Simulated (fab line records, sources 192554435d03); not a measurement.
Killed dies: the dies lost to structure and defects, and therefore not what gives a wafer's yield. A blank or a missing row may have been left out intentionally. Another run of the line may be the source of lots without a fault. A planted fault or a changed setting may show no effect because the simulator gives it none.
fab line records ; flow n5Finfet
record: lots: 7; wafers: 21
route steps=1938 shown BEOL_M11@1579 BEOL_M12@1649 BEOL_M13@1661 BEOL_M14@1716 MIM_BOT@1833 MIM_TOP@1838 PASSIVATION@1929
startH: hours from the record's first day to the start of the lot's first wafer shown ; waitH: hours elapsed since this lot's preceding step ; " same as the row above ; L1.1+2: several wafers, shown together as one row ; - no value present, or no start provided ; * or withheld: withheld ; < > ~ a bound
route shown NAME@n: NAME is a module with steps in the file, n the number in the route of the first one ; usual: mean/standard deviation taken from wafers without a fault ; same: alike in all rows ; chamber/n: place in a boat ; sites: per-site readings ; _std_site: the standard deviation of these ; _edge_site: mean of outer sites minus mean of inner sites ; radiusMm: how far each site lies from the wafer's centre ; mask NAME#n: copy n ; behind: the most recent tool/chamber to have shaped the wafer ; hold: reason for holding the lot/hours on hold/outcome of the hold ; device: whichever transistor did not switch (one of n, p or np) ; end of line: the same wafers' tests at the end of the route ; a step with no rows: only its recipe ; killed: not the wafer's yield, but the dies lost to structure and defects at the first sort ; map: per-die view of a wafer (x killed, . not killed, _ where there is no die)
set.NAME: the setting the step ran with; set.NAME@STEP: the setting that earlier step ran with ; model.NAME: the simulator's own value behind a step, which no gauge read
one table per step and one row per wafer, for lots whose settings were changed on purpose
== steps ==
step: N5_BEOL_M11_ETCH_41
recipe: chemistry: CH3F/O2; target: SiCN; targetDepthA: 426; taperDeg: 2; timeS: 86; ionEnergyEv: 120; maskMaterial: TiN; pressureMtorr: 30; sourceW: 395; biasW: 75; Ar_flow_sccm: 150; CH3F_flow_sccm: 30; O2_flow_sccm: 20
lot.wafer;tool;chamber;startH;waitH;set.timeS;model.etch.depthNm
L077.3;rieDiel-04;3;-;-;86;33.94
L077.4;rieDiel-04;2;-;-;86;32.93
L077.6;rieDiel-04;3;-;-;86;33.68
L081.4;rieDiel-02;1;-;-;91.45;33.7
L081.5;rieDiel-02;2;-;-;86;31.82
L081.6;rieDiel-02;3;-;-;86;31.86
L074.1;rieDiel-06;0;-;-;73.73;28.33
L074.3;rieDiel-06;2;-;-;86;31.47
L074.5;rieDiel-06;0;-;-;73.73;28.23
L083.2;rieDiel-04;2;-;-;86;32.85
L083.3;rieDiel-04;0;-;-;103.6;39.99
L083.6;rieDiel-04;3;-;-;86;33.5
L087.1;rieDiel-06;3;-;-;86;32.43
L087.3;rieDiel-06;0;-;-;104.9;40.58
L087.4;rieDiel-06;2;-;-;104.9;37.94
L093.2;rieDiel-02;1;-;-;86;31.44
L093.4;rieDiel-02;3;-;-;86;32.02
L093.6;rieDiel-02;3;-;-;86;32.12
L096.3;rieDiel-02;2;-;-;95.89;35.7
L096.4;rieDiel-02;1;-;-;86;31.79
L096.6;rieDiel-02;2;-;-;95.89;35.84
step: N5_BEOL_M12_SPUTTER_44
recipe: material: Ta; targetThkA: 100; tempC: 50; biasV: 80; powerW: 15000; chamberPressurePa: 0.07; timeS: 16.13
lot.wafer;tool;chamber;startH;waitH;set.powerW;model.Ta_of_BEOL_M12_SPUTTER_44.thkNm
L077.3;pvdSputter-03;-;266.77;0.0;15000;10.2
L077.4+6;pvdSputter-03;-;266.77;0.0;15840;10.6
L081.4;pvdSputter-01;-;289.64;0.0;15000;9.6
L081.5+6;pvdSputter-01;-;289.64;0.0;15000;9.8
L074.1+5;pvdSputter-03;-;296.90;0.0;15000;9.8
L074.3;pvdSputter-03;-;296.90;0.0;17000;11.4
L083.2;pvdSputter-01;-;307.38;0.0;15000;9.8
L083.3;pvdSputter-01;-;307.38;0.0;15000;9.6
L083.6;pvdSputter-01;-;307.38;0.0;15860;10.4
L087.1;pvdSputter-01;-;346.31;0.0;15000;9.8
L087.3;pvdSputter-01;-;346.31;0.0;16930;11
L087.4;pvdSputter-01;-;346.31;0.0;16930;11.2
L093.2+6;pvdSputter-01;-;380.34;0.0;15000;10
L093.4;pvdSputter-01;-;380.34;0.0;15000;9.8
L096.3;pvdSputter-02;-;396.91;0.0;15000;10
L096.4;pvdSputter-02;-;396.91;0.0;15780;10.6
L096.6;pvdSputter-02;-;396.91;0.0;15780;10.4
step: N5_BEOL_M13_COAT_58
recipe: resist: BARC; tempC: 205; timeS: 60; spinRpm: 1500; resistThkNm: 89
lot.wafer;tool;chamber;startH;waitH;set.spinRpm;model.BARC_of_BEOL_M13_COAT_58.thkNm
L077.3+6;lithoTrack-01;0;268.07;0.0;1577;86.4
L077.4;lithoTrack-01;0;268.07;0.0;1577;86.6
L081.4;lithoTrack-01;0;291.24;0.0;1402;92
L081.5;lithoTrack-01;0;291.24;0.0;1402;91.8
L081.6;lithoTrack-01;0;291.24;0.0;1500;89
L074.1;lithoTrack-03;0;298.98;0.0;1500;89.2
L074.3+5;lithoTrack-03;0;298.98;0.0;1649;85.2
L083.2+6;lithoTrack-03;0;309.00;0.0;1414;91.8
L083.3;lithoTrack-03;0;309.00;0.0;1500;89.2
L087.1;lithoTrack-01;0;347.66;0.0;1500;89.6
L087.3;lithoTrack-01;0;347.66;0.0;1579;86.8
L087.4;lithoTrack-01;0;347.66;0.0;1500;89
L093.2+4+6;lithoTrack-01;0;381.64;0.0;1500;88.8
L096.3;lithoTrack-03;0;398.26;0.0;1500;89.4
L096.4+6;lithoTrack-03;0;398.26;0.0;1500;89.2
step: N5_BEOL_M13_COAT_04
recipe: spinRpm: 1625; resistThkNm: 400
step: N5_BEOL_M13_EBR_06
recipe: solvent: PGMEA; ebrWidthMm: 1.5
step: N5_BEOL_M13_DESCUM_15
recipe: chemistry: O2; timeS: 7.9; sourcePowerW: 50; biasPowerW: 20; pressureMtorr: 20; rfFrequencyHz: 2.712e+07; tempC: 40; o2FlowSccm: 225
step: N5_BEOL_M13_ETCH_59
recipe: chemistry: N2/H2; target: BARC; targetDepthA: 890; overetchA: 267; timeS: 67.9; ionEnergyEv: 200; pressureMtorr: 30; sourceW: 840; biasW: 150; n2FlowSccm: 200; h2FlowSccm: 200
lot.wafer;tool;chamber;startH;waitH;set.spinRpm@BEOL_M13_COAT_58;model.etch.depthNm
L077.3;rieDiel-06;1;268.59;0.0;1577;86.4
L077.4;rieDiel-06;0;268.59;0.0;1577;86.52
L077.6;rieDiel-06;1;268.59;0.0;1577;86.47
L081.4;rieDiel-04;0;291.63;0.0;1402;92.07
L081.5;rieDiel-04;1;291.63;0.0;1402;91.84
L081.6;rieDiel-04;0;291.63;0.0;1500;89.07
L074.1;rieDiel-06;1;299.53;0.0;1500;89.17
L074.3;rieDiel-06;2;299.53;0.0;1649;85.12
L074.5;rieDiel-06;3;299.53;0.0;1649;85.29
L083.2;rieDiel-06;0;309.42;0.0;1414;91.87
L083.3;rieDiel-06;3;309.42;0.0;1500;89.24
L083.6;rieDiel-06;3;309.42;0.0;1414;91.81
L087.1;rieDiel-02;0;348.18;0.0;1500;89.61
L087.3;rieDiel-02;1;348.18;0.0;1579;86.79
L087.4;rieDiel-02;2;348.18;0.0;1500;89.09
L093.2;rieDiel-02;0;382.04;0.0;1500;88.81
L093.4;rieDiel-02;2;382.04;0.0;1500;88.77
L093.6;rieDiel-02;2;382.04;0.0;1500;88.84
L096.3;rieDiel-02;0;398.66;0.0;1500;89.48
L096.4;rieDiel-02;2;398.66;0.0;1500;89.16
L096.6;rieDiel-02;1;398.66;0.0;1500;89.19
step: N5_BEOL_M13_VIA_ETCH_16
recipe: chemistry: C4F8/O2/Ar; target: SiOC; pressureMtorr: 30; sourceW: 3000; biasW: 700; Ar_flow_sccm: 400; C4F8_flow_sccm: 15; O2_flow_sccm: 8; heInnerTorr: 15; heOuterTorr: 30; targetDepthA: 9217; timeS: withheld; ionEnergyEv: 250; ends: cleared
step: N5_BEOL_M13_STRIP_63
recipe: chemistry: N2/H2; powerW: 1000; tempC: 250; h2Frac: 0.65; overashFraction: 0.3; pressureMtorr: 1000; n2FlowSccm: 1750; h2FlowSccm: 3250
step: N5_BEOL_M13_STRIP_64
recipe: chemistry: N2/H2; powerW: 1000; tempC: 250; h2Frac: 0.65; overashFraction: 0.3; pressureMtorr: withheld; n2FlowSccm: 1750; h2FlowSccm: 3250
usual: stripTimeToEndpointS: 31.33/0.074
lot.wafer;tool;chamber;startH;waitH;set.spinRpm@BEOL_M13_COAT_58;stripTimeToEndpointS
L077.3;plasmaAsher-02;1;268.96;0.0;1577;30.55
L077.4;plasmaAsher-02;0;268.96;0.0;1577;30.61
L077.6;plasmaAsher-02;1;268.96;0.0;1577;30.58
L081.4;plasmaAsher-02;1;292.00;0.0;1402;32.16
L081.5;plasmaAsher-02;1;292.00;0.0;1402;32.12
L081.6;plasmaAsher-02;0;292.00;0.0;1500;31.35
L074.1;plasmaAsher-02;1;299.88;0.0;1500;31.36
L074.3;plasmaAsher-02;1;299.88;0.0;1649;30.20
L074.5;plasmaAsher-02;0;299.88;0.0;1649;30.24
L083.2;plasmaAsher-01;1;309.76;0.0;1414;32.14
L083.3;plasmaAsher-01;1;309.76;0.0;1500;31.39
L083.6;plasmaAsher-01;1;309.76;0.0;1414;32.11
L087.1;plasmaAsher-02;1;348.53;0.0;1500;31.49
L087.3;plasmaAsher-02;1;348.53;0.0;1579;30.66
L087.4;plasmaAsher-02;0;348.53;0.0;1500;31.34
L093.2;plasmaAsher-01;1;382.38;0.0;1500;31.26
L093.4;plasmaAsher-01;1;382.38;0.0;1500;31.25
L093.6;plasmaAsher-01;0;382.38;0.0;1500;31.27
L096.3;plasmaAsher-01;0;399.03;0.0;1500;31.44
L096.4;plasmaAsher-01;1;399.03;0.0;1500;31.37
L096.6;plasmaAsher-01;0;399.03;0.0;1500;31.35
step: N5_BEOL_M14_ILD_DEP_00
recipe: material: SiO2; targetThkA: 11193; tempC: 400; precursor: TEOS/O2; pressureTorr: 6.5; rfW: 900; teosFlowSccm: 161.4; gas: O2; flowSccm: 2650; timeS: 237.4
lot.wafer;tool;chamber;startH;waitH;set.timeS;model.SiO2_of_BEOL_M14_ILD_DEP_00.thkNm
L077.3;pecvd-01;1;272.55;0.0;237.4;1118
L077.4;pecvd-01;1;272.55;0.0;237.4;1120
L077.6;pecvd-01;0;272.55;0.0;225.8;1080
L081.4;pecvd-04;2;302.84;0.1;261.1;1213
L081.5;pecvd-04;0;302.84;0.1;261.1;1200
L081.6;pecvd-04;1;302.84;0.1;237.4;1117
L074.1;pecvd-03;2;303.47;0.0;237.4;1113
L074.3;pecvd-03;1;303.47;0.0;237.4;1094
L074.5;pecvd-03;0;303.47;0.0;237.4;1129
L083.2;pecvd-04;0;315.60;0.0;204.7;946.4
L083.3;pecvd-04;2;315.60;0.0;204.7;939
L083.6;pecvd-04;2;315.60;0.0;204.7;951
L087.1;pecvd-01;1;354.57;0.0;265.9;1237
L087.3;pecvd-01;0;354.57;0.0;265.9;1238
L087.4;pecvd-01;0;354.57;0.0;265.9;1258
L093.2;pecvd-04;0;390.12;0.0;237.4;1090
L093.4;pecvd-04;0;390.12;0.0;237.4;1102
L093.6;pecvd-04;2;390.12;0.0;237.4;1109
L096.3;pecvd-04;2;404.30;0.1;269;1271
L096.4;pecvd-04;0;404.30;0.1;237.4;1095
L096.6;pecvd-04;2;404.30;0.1;269;1285
step: N5_BEOL_M14_THK_MEAS_01
recipe: reads: SiO2_of_BEOL_M14_ILD_DEP_00
usual: M14_ILD_THK: 1112/15
lot.wafer;tool;chamber;startH;waitH;set.timeS@BEOL_M14_ILD_DEP_00;M14_ILD_THK[nm]
L077.3;filmMetro-02;-;272.74;0.1;237.4;1119
L077.4;filmMetro-02;-;272.74;0.1;237.4;1120
L077.6;filmMetro-02;-;272.74;0.1;225.8;1079
L081.4;filmMetro-01;-;302.95;0.0;261.1;1213
L081.5;filmMetro-01;-;302.95;0.0;261.1;1201
L081.6;filmMetro-01;-;302.95;0.0;237.4;1117
L074.1;filmMetro-01;-;303.66;0.1;237.4;1113
L074.3;filmMetro-01;-;303.66;0.1;237.4;1093
L074.5;filmMetro-01;-;303.66;0.1;237.4;1128
L083.2;filmMetro-02;-;315.79;0.1;204.7;947
L083.3;filmMetro-02;-;315.79;0.1;204.7;939
L083.6;filmMetro-02;-;315.79;0.1;204.7;950
L087.1;filmMetro-02;-;354.76;0.1;265.9;1237
L087.3;filmMetro-02;-;354.76;0.1;265.9;1238
L087.4;filmMetro-02;-;354.76;0.1;265.9;1258
L093.2;filmMetro-02;-;390.39;0.2;237.4;1089
L093.4;filmMetro-02;-;390.39;0.2;237.4;1101
L093.6;filmMetro-02;-;390.39;0.2;237.4;1109
L096.3;filmMetro-01;-;404.49;0.1;269;1271
L096.4;filmMetro-01;-;404.49;0.1;237.4;1094
L096.6;filmMetro-01;-;404.49;0.1;269;1284
step: N5_BEOL_M14_EXPOSE_07
recipe: maskId: V13; na: 0.8; sourceShape: annular; sigmaInner: 0.5; sigmaOuter: 0.8; polarization: unpolarized; attpsmPhaseDeg: 180; doseMj: 57
lot.wafer;tool;chamber;startH;waitH;mask;set.doseMj
L077.3+4;krfScanner-02;0;272.88;-;V13#0;57
L077.6;krfScanner-02;0;272.88;-;V13#0;60.27
L081.4+5+6;krfScanner-02;0;303.10;-;V13#0;60.13
L074.1+3+5;krfScanner-01;0;303.92;-;V13#0;57
L083.2;krfScanner-02;0;315.92;-;V13#0;57
L083.3+6;krfScanner-02;0;315.92;-;V13#0;59.59
L087.1+3;krfScanner-02;0;355.02;-;V13#0;57
L087.4;krfScanner-02;0;355.02;-;V13#0;59.49
L093.2+4+6;krfScanner-01;0;390.53;-;V13#0;57
L096.3+4;krfScanner-02;0;404.64;-;V13#0;57
L096.6;krfScanner-02;0;404.64;-;V13#0;61.11
step: N5_BEOL_M14_PEB_08
recipe: pebTempC: 130; pebTimeS: 90
step: N5_BEOL_M14_DEVELOP_09
recipe: developTimeS: 45; rinseLiquid: diw; dry: airSpin; devTempC: 21
step: N5_BEOL_M14_HARDBAKE_14
recipe: tempC: 130; timeS: 120
step: N5_BEOL_M14_CD_MEAS_10
recipe: targetCdNm: 250; landingEnergyEv: 500; detector: seInlens; polarity: opening
usual: cdNm: 250.4/1.6
lot.wafer;tool;chamber;startH;waitH;set.doseMj@BEOL_M14_EXPOSE_07;cdNm
L077.3;cdSem-02;0;273.04;-;57;249.1
L077.4;cdSem-02;0;273.04;-;57;251.2
L077.6;cdSem-02;0;273.04;-;60.27;260.4
L081.4;cdSem-03;0;303.26;-;60.13;256.2
L081.5;cdSem-03;0;303.26;-;60.13;260.1
L081.6;cdSem-03;0;303.26;-;60.13;261.2
L074.1;cdSem-03;0;304.09;-;57;247.3
L074.3;cdSem-03;0;304.09;-;57;249.7
L074.5;cdSem-03;0;304.09;-;57;248.9
L083.2;cdSem-01;0;316.09;-;57;249.8
L083.3;cdSem-01;0;316.09;-;59.59;258.6
L083.6;cdSem-01;0;316.09;-;59.59;259.1
L087.1;cdSem-01;0;355.19;-;57;250.5
L087.3;cdSem-01;0;355.19;-;57;251.9
L087.4;cdSem-01;0;355.19;-;59.49;259.9
L093.2;cdSem-02;0;390.70;-;57;251.2
L093.4;cdSem-02;0;390.70;-;57;254.3
L093.6;cdSem-02;0;390.70;-;57;252.1
L096.3;cdSem-03;0;404.80;-;57;248.3
L096.4;cdSem-03;0;404.80;-;57;248.5
L096.6;cdSem-03;0;404.80;-;61.11;260.0
step: N5_BEOL_M14_DESCUM_15
recipe: chemistry: O2; timeS: 7.9; sourcePowerW: 50; biasPowerW: 20; pressureMtorr: 20; rfFrequencyHz: 2.712e+07; tempC: 40; o2FlowSccm: 225
step: N5_BEOL_M14_ETCH_59
recipe: chemistry: N2/H2; target: BARC; targetDepthA: 890; overetchA: 267; timeS: 67.9; ionEnergyEv: 200; pressureMtorr: 30; sourceW: 840; biasW: 150; n2FlowSccm: 200; h2FlowSccm: 200
step: N5_BEOL_M14_VIA_ETCH_16
recipe: chemistry: C4F8/O2/Ar; target: SiO2; heInnerTorr: 15; heOuterTorr: 30; targetDepthA: 12313; timeS: withheld; ionEnergyEv: 800; pressureMtorr: 20; sourceW: 1905; biasW: 2040; Ar_flow_sccm: 400; C4F8_flow_sccm: 16; O2_flow_sccm: 12; ends: cleared
lot.wafer;tool;chamber;startH;waitH;set.timeS@BEOL_M14_ILD_DEP_00;model.etch.depthNm;model.coat_of_BEOL_M14_COAT_04.thkNm
L077.3;rieDiel-05;3;273.26;0.0;*;1118;449.8
L077.4;rieDiel-05;2;273.26;0.0;*;1120;442.4
L077.6;rieDiel-05;3;273.26;0.0;*;1080;456.8
L081.4;rieDiel-03;3;303.62;0.0;*;1213;424.4
L081.5;rieDiel-03;2;303.62;0.0;*;1200;436.2
L081.6;rieDiel-03;3;303.62;0.0;*;1117;446.2
L074.1;rieDiel-03;2;304.59;0.0;*;1113;458.2
L074.3;rieDiel-03;3;304.59;0.0;*;1094;453
L074.5;rieDiel-03;2;304.59;0.0;*;1129;454.8
L083.2;rieDiel-01;0;316.27;0.0;*;946.4;494.2
L083.3;rieDiel-01;3;316.27;0.0;*;939.1;493.4
L083.6;rieDiel-01;2;316.27;0.0;*;951;487
L087.1;rieDiel-01;1;355.37;0.0;*;1237;420.4
L087.3;rieDiel-01;2;355.37;0.0;*;1238;421.4
L087.4;rieDiel-01;3;355.37;0.0;*;1258;418.4
L093.2;rieDiel-05;1;391.04;0.0;*;1090;455.4
L093.4;rieDiel-05;1;391.04;0.0;*;1102;456.6
L093.6;rieDiel-05;0;391.04;0.0;*;1109;459.4
L096.3;rieDiel-01;1;404.97;0.0;*;1271;409.8
L096.4;rieDiel-01;0;404.97;0.0;*;1095;459.8
L096.6;rieDiel-01;1;404.97;0.0;*;1285;406.2
step: N5_BEOL_M14_STRIP_63
recipe: chemistry: O2; powerW: 600; tempC: 60; pressureMtorr: 30; rfFrequencyHz: 6e+07; biasPowerW: 0; overashFraction: 0.3; o2FlowSccm: 225
step: N5_BEOL_M14_STRIP_64
recipe: chemistry: O2; powerW: 600; tempC: 60; pressureMtorr: 30; rfFrequencyHz: 6e+07; biasPowerW: 0; overashFraction: 0.3; o2FlowSccm: 225
step: N5_BEOL_M14_STRIP_71
recipe: chemistry: postEtchResidueRemover; timeS: 60; tempC: 25; removerPh: withheld; removerWaterWtPct: withheld; removerFluorideWtPct: withheld
step: N5_BEOL_M14_SRD_72
recipe: timeS: 30; tempC: 23; rinseLiquid: diw; dry: n2Spin; spinRpm: 1500; dryTimeS: 30
step: N5_BEOL_M14_CD_MEAS_17
recipe: targetCdNm: 250; polarity: opening
usual: cdNm: 250.8/1.8
lot.wafer;tool;chamber;startH;waitH;set.doseMj@BEOL_M14_EXPOSE_07;cdNm
L077.3;cdSem-03;-;273.62;0.0;57;248.3
L077.4;cdSem-03;-;273.62;0.0;57;251.8
L077.6;cdSem-03;-;273.62;0.0;60.27;259.3
L081.4;cdSem-01;-;303.98;0.0;60.13;257.3
L081.5;cdSem-01;-;303.98;0.0;60.13;260.1
L081.6;cdSem-01;-;303.98;0.0;60.13;262.6
L074.1;cdSem-02;-;304.94;0.0;57;246.1
L074.3;cdSem-02;-;304.94;0.0;57;250.0
L074.5;cdSem-02;-;304.94;0.0;57;248.0
L083.2;cdSem-01;-;316.62;0.0;57;249.0
L083.3;cdSem-01;-;316.62;0.0;59.59;257.7
L083.6;cdSem-01;-;316.62;0.0;59.59;258.4
L087.1;cdSem-01;-;355.71;0.0;57;251.0
L087.3;cdSem-01;-;355.71;0.0;57;255.5
L087.4;cdSem-01;-;355.71;0.0;59.49;261.8
L093.2;cdSem-02;-;391.39;0.0;57;252.6
L093.4;cdSem-02;-;391.39;0.0;57;254.8
L093.6;cdSem-02;-;391.39;0.0;57;253.1
L096.3;cdSem-03;-;405.32;0.0;57;250.5
L096.4;cdSem-03;-;405.32;0.0;57;248.2
L096.6;cdSem-03;-;405.32;0.0;61.11;262.3
step: N5_MIM_BOT_SPUTTER_00
recipe: material: TiN; targetThkA: 350; tempC: 200; powerW: 3000; chamberPressurePa: 0.49996; gas: Ar; reactivePartialPa: 0.37997; timeS: 89.7
lot.wafer;tool;chamber;startH;waitH;set.timeS;model.TiN_of_MIM_BOT_SPUTTER_00.thkNm
L077.3;pvdSputter-03;-;285.47;0.0;89.7;34.8
L077.4+6;pvdSputter-03;-;285.47;0.0;99.59;38.6
L081.4+6;pvdSputter-03;-;317.44;0.0;89.7;34.2
L081.5;pvdSputter-03;-;317.44;0.0;89.7;33.8
L074.1;pvdSputter-02;-;320.84;0.0;89.7;35.2
L074.3;pvdSputter-02;-;320.84;0.0;89.7;34.8
L074.5;pvdSputter-02;-;320.84;0.0;89.7;35
L083.2;pvdSputter-01;-;330.07;0.0;79.16;31
L083.3;pvdSputter-01;-;330.07;0.0;89.7;35
L083.6;pvdSputter-01;-;330.07;0.0;89.7;34.8
L087.1;pvdSputter-03;-;365.94;0.0;89.7;34.8
L087.3;pvdSputter-03;-;365.94;0.0;102.9;39.6
L087.4;pvdSputter-03;-;365.94;0.0;102.9;39.4
L093.2;pvdSputter-02;-;402.93;0.0;89.7;35
L093.4;pvdSputter-02;-;402.93;0.0;89.7;34.4
L093.6;pvdSputter-02;-;402.93;0.0;89.7;34.8
L096.3;pvdSputter-03;-;422.26;0.0;78.59;30.4
L096.4;pvdSputter-03;-;422.26;0.0;89.7;34.8
L096.6;pvdSputter-03;-;422.26;0.0;78.59;30.6
step: N5_MIM_TOP_SPUTTER_03
recipe: material: TiN; targetThkA: 350; tempC: 200; powerW: 3000; chamberPressurePa: 0.49996; gas: Ar; reactivePartialPa: 0.37997; timeS: 89.7
lot.wafer;tool;chamber;startH;waitH;set.timeS;model.TiN_of_MIM_TOP_SPUTTER_03.thkNm
L077.3;pvdSputter-03;-;286.17;0.0;103.1;40.6
L077.4;pvdSputter-03;-;286.17;0.0;89.7;35.2
L077.6;pvdSputter-03;-;286.17;0.0;103.1;40.2
L081.4;pvdSputter-02;-;320.72;0.0;89.7;35.8
L081.5+6;pvdSputter-02;-;320.72;0.0;99.54;39.6
L074.1;pvdSputter-01;-;321.90;0.0;99.73;39.2
L074.3;pvdSputter-01;-;321.90;0.0;89.7;35.4
L074.5;pvdSputter-01;-;321.90;0.0;99.73;39.4
L083.2+6;pvdSputter-02;-;331.16;0.0;89.7;34.8
L083.3;pvdSputter-02;-;331.16;0.0;89.7;35.2
L087.1+3;pvdSputter-01;-;367.08;0.0;89.7;34.8
L087.4;pvdSputter-01;-;367.08;0.0;84.15;32.6
L093.2+6;pvdSputter-03;-;405.67;0.0;89.7;34.4
L093.4;pvdSputter-03;-;405.67;0.0;89.7;34
L096.3;pvdSputter-03;-;424.42;0.0;89.7;34
L096.4+6;pvdSputter-03;-;424.42;0.0;89.7;34.4
step: N5_PASSIVATION_PASS_ETCH_47
recipe: chemistry: CF4/O2; target: SiNx; targetDepthA: 7700; timeS: 385; ionEnergyEv: 100; pressureMtorr: 40; sourceW: 535; biasW: 49; Ar_flow_sccm: 100; cf4FlowSccm: 100; O2_flow_sccm: 10
usual: rfVppV: 241/5.5
lot.wafer;tool;chamber;startH;waitH;set.sourceW;rfVppV;model.etch.depthNm
L077.3;rieDiel-03;0;297.37;0.0;441.2;266;655.4
L077.4;rieDiel-03;2;297.37;0.0;535;251;742.4
L077.6;rieDiel-03;2;297.37;0.0;441.2;275;626
L081.4;rieDiel-01;1;328.57;0.0;535;241;771.8
L081.5;rieDiel-01;1;328.57;0.0;535;243;776.5
L081.6;rieDiel-01;2;328.57;0.0;535;243;762.2
L074.1;rieDiel-03;3;328.75;0.0;535;234;809.9
L074.3;rieDiel-03;1;328.75;0.0;535;240;762.1
L074.5;rieDiel-03;0;328.75;0.0;565.3;235;831.1
L083.2;rieDiel-01;2;339.06;0.0;535;245;770.6
L083.3;rieDiel-01;1;339.06;0.0;535;242;770.3
L083.6;rieDiel-01;1;339.06;0.0;477.4;259;696.4
L087.1;rieDiel-01;2;374.26;0.0;480.9;257;695.3
L087.3;rieDiel-01;1;374.26;0.0;535;241;764.7
L087.4;rieDiel-01;2;374.26;0.0;480.9;257;696.4
L093.2;rieDiel-01;0;413.17;0.0;535;245;746.1
L093.4;rieDiel-01;3;413.17;0.0;535;247;784.8
L093.6;rieDiel-01;2;413.17;0.0;535;243;804.1
L096.3;rieDiel-01;3;431.57;0.0;535;247;779.7
L096.4;rieDiel-01;1;431.57;0.0;458.6;263;667.6
L096.6;rieDiel-01;1;431.57;0.0;458.6;264;665.5
step: N5_PASSIVATION_ETCH_54
recipe: chemistry: CHF3/O2; target: SiO2; targetDepthA: 8800; CHF3_flow_sccm: 50; O2_flow_sccm: 5; Ar_flow_sccm: 200; timeS: 440; maskMaterial: PR; pressureMtorr: 30; sourceW: 650; biasW: 170; ionEnergyEv: 200
lot.wafer;tool;chamber;startH;waitH;set.timeS;model.etch.depthNm;model.PASSIVATION.featureDepthNm
L077.3;rieDiel-03;0;297.60;0.1;440;873.1;873
L077.4;rieDiel-03;2;297.60;0.1;491.9;951.4;951.4
L077.6;rieDiel-03;2;297.60;0.1;491.9;961.1;961.2
L081.4;rieDiel-01;1;328.80;0.1;440;885.7;885.6
L081.5;rieDiel-01;1;328.80;0.1;440;890.3;890.2
L081.6;rieDiel-01;2;328.80;0.1;440;874;874
L074.1;rieDiel-03;3;328.98;0.1;440;892.8;892.8
L074.3;rieDiel-03;1;328.98;0.1;440;863.6;863.6
L074.5;rieDiel-03;0;328.98;0.1;440;873.5;873.6
L083.2;rieDiel-01;2;339.29;0.1;495.1;975.8;975.8
L083.3;rieDiel-01;1;339.29;0.1;495.1;986.8;986.8
L083.6;rieDiel-01;1;339.29;0.1;495.1;989.9;989.8
L087.1;rieDiel-01;2;374.49;0.1;440;882.6;882.6
L087.3;rieDiel-01;1;374.49;0.1;508;1036;1036
L087.4;rieDiel-01;2;374.49;0.1;440;875.9;875.8
L093.2;rieDiel-01;0;413.40;0.1;440;876.6;876.6
L093.4;rieDiel-01;3;413.40;0.1;440;906.7;906.8
L093.6;rieDiel-01;2;413.40;0.1;440;915.8;915.8
L096.3;rieDiel-01;3;431.80;0.1;440;895.5;895.6
L096.4;rieDiel-01;1;431.80;0.1;440;875.1;875.2
L096.6;rieDiel-01;1;431.80;0.1;440;876.5;876.6
== key ==
split: step: N5_BEOL_M11_ETCH_41; setting: timeS; stated: 86; by: wafer
response: step: N5_BEOL_M11_ETCH_41; reading: model.etch.depthNm; change: +0.307; per: 1%; r: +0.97
split: step: N5_BEOL_M12_SPUTTER_44; setting: powerW; stated: 15000; by: wafer
response: step: N5_BEOL_M12_SPUTTER_44; reading: model.Ta_of_BEOL_M12_SPUTTER_44.thkNm; change: +0.108; per: 1%; r: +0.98
split: step: N5_BEOL_M13_COAT_58; setting: spinRpm; stated: 1500; by: wafer
response: step: N5_BEOL_M13_COAT_58; reading: model.BARC_of_BEOL_M13_COAT_58.thkNm; change: -0.43; per: 1%; r: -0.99
response: step: N5_BEOL_M13_ETCH_59; reading: model.etch.depthNm; change: -0.429; per: 1%; r: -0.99
response: step: N5_BEOL_M13_STRIP_64; reading: stripTimeToEndpointS; change: *; per: 1%; r: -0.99
split: step: N5_BEOL_M14_ILD_DEP_00; setting: timeS; stated: 237.4; by: wafer
response: step: N5_BEOL_M14_ILD_DEP_00; reading: model.SiO2_of_BEOL_M14_ILD_DEP_00.thkNm; change: +11.7; per: 1%; r: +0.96
response: step: N5_BEOL_M14_THK_MEAS_01; reading: M14_ILD_THK; change: +11.8; per: 1%; r: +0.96
response: step: N5_BEOL_M14_VIA_ETCH_16; reading: model.etch.depthNm; change: +11.7; per: 1%; r: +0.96
response: step: N5_BEOL_M14_VIA_ETCH_16; reading: model.coat_of_BEOL_M14_COAT_04.thkNm; change: -2.99; per: 1%; r: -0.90
split: step: N5_BEOL_M14_EXPOSE_07; setting: doseMj; stated: 57; by: wafer
response: step: N5_BEOL_M14_CD_MEAS_10; reading: cdNm; change: +1.78; per: 1%; r: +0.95
response: step: N5_BEOL_M14_CD_MEAS_17; reading: cdNm; change: +1.8; per: 1%; r: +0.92
split: step: N5_MIM_BOT_SPUTTER_00; setting: timeS; stated: 89.7; by: wafer
response: step: N5_MIM_BOT_SPUTTER_00; reading: model.TiN_of_MIM_BOT_SPUTTER_00.thkNm; change: +0.334; per: 1%; r: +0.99
split: step: N5_MIM_TOP_SPUTTER_03; setting: timeS; stated: 89.7; by: wafer
response: step: N5_MIM_TOP_SPUTTER_03; reading: model.TiN_of_MIM_TOP_SPUTTER_03.thkNm; change: +0.348; per: 1%; r: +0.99
split: step: N5_PASSIVATION_PASS_ETCH_47; setting: sourceW; stated: 535; by: wafer
response: step: N5_PASSIVATION_PASS_ETCH_47; reading: rfVppV; change: -1.22; per: 1%; r: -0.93
response: step: N5_PASSIVATION_PASS_ETCH_47; reading: model.etch.depthNm; change: +6.76; per: 1%; r: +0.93
split: step: N5_PASSIVATION_ETCH_54; setting: timeS; stated: 440; by: wafer
response: step: N5_PASSIVATION_ETCH_54; reading: model.etch.depthNm; change: +9; per: 1%; r: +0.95
response: step: N5_PASSIVATION_ETCH_54; reading: model.PASSIVATION.featureDepthNm; change: +9; per: 1%; r: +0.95
